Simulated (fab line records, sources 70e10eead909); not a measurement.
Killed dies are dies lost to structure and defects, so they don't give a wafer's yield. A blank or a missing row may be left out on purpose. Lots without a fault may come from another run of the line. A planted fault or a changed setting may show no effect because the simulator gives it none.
Problem report in the 8D (eight disciplines) form, filled by code | flow nand_harc | the parts of the form that need people (team, actions taken, sign-off) are left out

1. THE PROBLEM
oes_product_au at NHARC_A_BLC_ETCH_16 reads a mean of 0.843 a.u. on 2 wafers of 2 lots; wafers without a fault read 1.000 a.u. with a standard deviation of 0.0092. That is -17 standard deviations from the usual mean.
The step: etches the open film in CF4, target depth 39 nm, time 65 s.
First seen on wafer L886.4, day 21 12:43, on rie_diel-10. The record holds 37 wafers of 13 lots with a number at this step. Rule for "out", or "out of limits": more than 4 standard deviations from the usual mean. The other wafers with a number count as sound.

2. WHAT IT IS AND WHAT IT IS NOT
question                    | is                | is not
which readings at this step | oes_product_au    | drypump_motor_current_A, showerhead_plenum_p_Torr, throttle_valve_pct
which lots                  | L885, L886        | L868, L869, L870, L873, L874, L875, L876, L877, L879, L889, L891
which wafers of those lots  | L885.4, L886.4    | L885.1, L886.1
read on which tools         | rie_diel-10       | rie_diel-04
when                        | from day 21 12:43 | up to then (28 sound wafers); but 7 sound wafers of L885, L889, L891 came after

3. SUSPECTS, AND WHAT RULES EACH OUT
Counting: a tool at a process step up to the reading stays a suspect if it ran every lot that is out. Sound lots after the first of them don't rule it out here, since some wafers of a struck lot are sound.
- rie_diel-10 at NHARC_A_BLC_ETCH_16 (etches the open film in CF4, target depth 39 nm, time 65 s): kept. It ran every lot that is out, first L886 (day 21 12:43); its last sound lot up to then is L879 (day 20 08:43). Its own readings are out on those wafers: oes_product_au.
Left after counting: rie_diel-10 at NHARC_A_BLC_ETCH_16.

4. THE CAUSE (what the simulator had put in)
Process parameter drift: rie_diel-10, from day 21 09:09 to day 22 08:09, at NHARC_A_BLC_ETCH_16. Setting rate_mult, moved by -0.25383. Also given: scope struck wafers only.
Counting left only this tool.

5. THE CHAIN OF EFFECTS, in route order
Each row: a reading whose mean over the struck wafers that have a number lies more than 3 standard deviations from the usual. Only readings for which the record gives a usual standard deviation are gone through. hours: the time from each lot's start at the first step in this table that gives one to its start at this step, as a median over the lots. sigmas: the change in usual standard deviations.
hours | step                | reading        | usual      | on struck wafers | change | sigmas
0     | NHARC_A_BLC_ETCH_16 | oes_product_au | 1.000 a.u. | 0.843            | -0.157 | -17
The process steps in it:
- NHARC_A_BLC_ETCH_16: etches the open film in CF4, target depth 39 nm, time 65 s.
Later measuring or inspecting steps at which every struck wafer that the step has a row for has a number for every such reading, and none has moved that far: NHARC_END_SORT_01.

6. WHAT WOULD HAVE CAUGHT IT SOONER
In this record the first reading out of limits was taken at day 21 12:43, 4 hours after the fault began at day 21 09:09.
